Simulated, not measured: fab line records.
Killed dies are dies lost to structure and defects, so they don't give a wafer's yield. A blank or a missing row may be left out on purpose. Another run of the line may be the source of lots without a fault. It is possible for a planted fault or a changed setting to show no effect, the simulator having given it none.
Split-lot trial | flow n5Finfet | 21 wafers read across 7 lots, on a route 1938 steps long

## THE SPLIT
At N5_BEOL_M1_COAT_61 (time 60 s, resist thk 60 nm), the setting spinRpm was moved away from the recipe's 1500 rpm on 6 of the 21 wafers read, by -10.3% to +6.5%. For the rest of the wafers, this setting stayed at what the recipe calls for.

## FROM THE SPLIT TO THE READING: what the file shows between them, 8 steps
- N5_BEOL_M1_COAT_62: time 60 s, resist thk 12 nm
- N5_BEOL_M1_COAT_73: time 60 s, resist thk 5 nm
- N5_BEOL_M1_ETCH_74: etches underlayer in N2/H2, target depth 6.5 nm, time 5.2 s
- N5_BEOL_M1_ETCH_63: etches SiARC in CF4, target depth 15.6 nm, time 26 s
- N5_BEOL_M1_ETCH_64: etches SOC in N2/H2, target depth 75 nm, overetch 15 nm, time 112.5 s
- N5_BEOL_M1_STRIP_65: strips in N2/H2
- N5_BEOL_M1_STRIP_75: strips in N2/H2
- N5_BEOL_M1_STRIP_66: strips in CF4

## THE READING
SOC_of_BEOL_M1_COAT_61.thkNm (the simulator's own value, which no gauge read), in nm, at N5_BEOL_M1_HM_OPEN_17 (chemistry Cl2/BCl3, target TiN, target depth 20 nm, overetch 6 nm). The file does not state a usual value for it. Average 52.3 nm, standard deviation 0.17 nm, over the 15 wafers here run with the recipe.

wafer  | tool, chamber at the split | spinRpm as run, rpm | against the recipe | SOC_of_BEOL_M1_COAT_61.thkNm, nm | against lot-mates on the recipe
L076.1 | lithoTrack-01, 0           | 1353                | -9.8%              | 55                               | +3.2
L076.5 | lithoTrack-01, 0           | 1500                | recipe             | 51.8                             | -
L076.6 | lithoTrack-01, 0           | 1353                | -9.8%              | 55.2                             | +3.4
L080.4 | lithoTrack-04, 0           | 1500                | recipe             | 52.4                             | -
L080.6 | lithoTrack-04, 0           | 1500                | recipe             | 52.4                             | -
L080.5 | lithoTrack-04, 0           | 1500                | recipe             | 52.2                             | -
L082.3 | lithoTrack-01, 0           | 1500                | recipe             | 52.2                             | -
L082.6 | lithoTrack-01, 0           | 1500                | recipe             | 52.2                             | -
L082.4 | lithoTrack-01, 0           | 1443                | -3.8%              | 53.4                             | +1.2
L083.3 | lithoTrack-04, 0           | 1500                | recipe             | 52.4                             | -
L083.4 | lithoTrack-04, 0           | 1500                | recipe             | 52.2                             | -
L083.5 | lithoTrack-04, 0           | 1598                | +6.5%              | 50.4                             | -1.9
L084.1 | lithoTrack-05, 0           | 1500                | recipe             | 52.2                             | -
L084.3 | lithoTrack-05, 0           | 1346                | -10.3%             | 55.6                             | +3.5
L084.6 | lithoTrack-05, 0           | 1500                | recipe             | 52                               | -
L085.1 | lithoTrack-05, 0           | 1500                | recipe             | 52.4                             | -
L085.3 | lithoTrack-05, 0           | 1500                | recipe             | 52.4                             | -
L085.6 | lithoTrack-05, 0           | 1500                | recipe             | 52.4                             | -
L096.3 | lithoTrack-05, 0           | 1419                | -5.4%              | 54                               | +1.6
L096.5 | lithoTrack-05, 0           | 1500                | recipe             | 52.4                             | -
L096.6 | lithoTrack-05, 0           | 1500                | recipe             | 52.4                             | -

FIT RESULTS
A straight line over all 21 wafers: SOC_of_BEOL_M1_COAT_61.thkNm changes by -0.3 nm for each +1% of spinRpm; r = -0.99; the points scatter about the line by 0.17 nm.
The same after taking each lot's own level away (the mean of its wafers on the recipe; 21 wafers): -0.328 nm for each +1%; r = -1.00; scatter 0.1 nm.
The reading moves by 3.4 nm for the largest change in spinRpm, on that fit.
The lots' own levels span 51.80 to 52.40 nm, that is 3.5 times the standard deviation above.
So the lot-to-lot level changes the slope little: the two slopes agree.
Check: +3.33 nm against its lot-mates is what the line predicts for one of the wafers moved furthest among these (-10.3%) when that wafer is left out of the fit. Against them it came out at +3.5 nm.

## ADDITIONAL SPLITS CARRIED BY THESE WAFERS
These wafers also went through other splits before the reading. Each is held against what the fit with the lots' levels taken away leaves over:
other split on the same wafers            | wafers away from the commonest value | r with SOC_of_BEOL_M1_COAT_61.thkNm (lot level and that fit taken away)
N5_BEOL_M0_SAQP_COAT_105 spinRpm          | 9                                    | -0.25
N5_BEOL_M0_SAQP_SPACER2_ALD_26 targetThkA | 5                                    | +0.20
N5_BEOL_M0_SAQP_ETCH_73 cf4FlowSccm       | 10                                   | +0.04

## THE WHOLE CHAIN: every reading that the file lists as answering this split, in the file's order
step                  | what it does                                                          | reading                                                                       | change (the file's fit)               | r (the file's)
N5_BEOL_M1_COAT_61    | time 60 s, resist thk 60 nm                                           | SOC_of_BEOL_M1_COAT_61.thkNm (the simulator's own value, which no gauge read) | -0.319 nm for each +1% of the setting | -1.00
N5_BEOL_M1_ETCH_64    | etches SOC in N2/H2, target depth 75 nm, overetch 15 nm, time 112.5 s | etch.depthNm (the simulator's own value, which no gauge read)                 | -0.319 nm for each +1% of the setting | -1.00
N5_BEOL_M1_HM_OPEN_17 | chemistry Cl2/BCl3, target TiN, target depth 20 nm, overetch 6 nm     | SOC_of_BEOL_M1_COAT_61.thkNm (the simulator's own value, which no gauge read) | -0.326 nm for each +1% of the setting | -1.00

## FILE'S OWN FIT
SOC_of_BEOL_M1_COAT_61.thkNm changes by -0.326 nm for each +1% of spinRpm, r = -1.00.
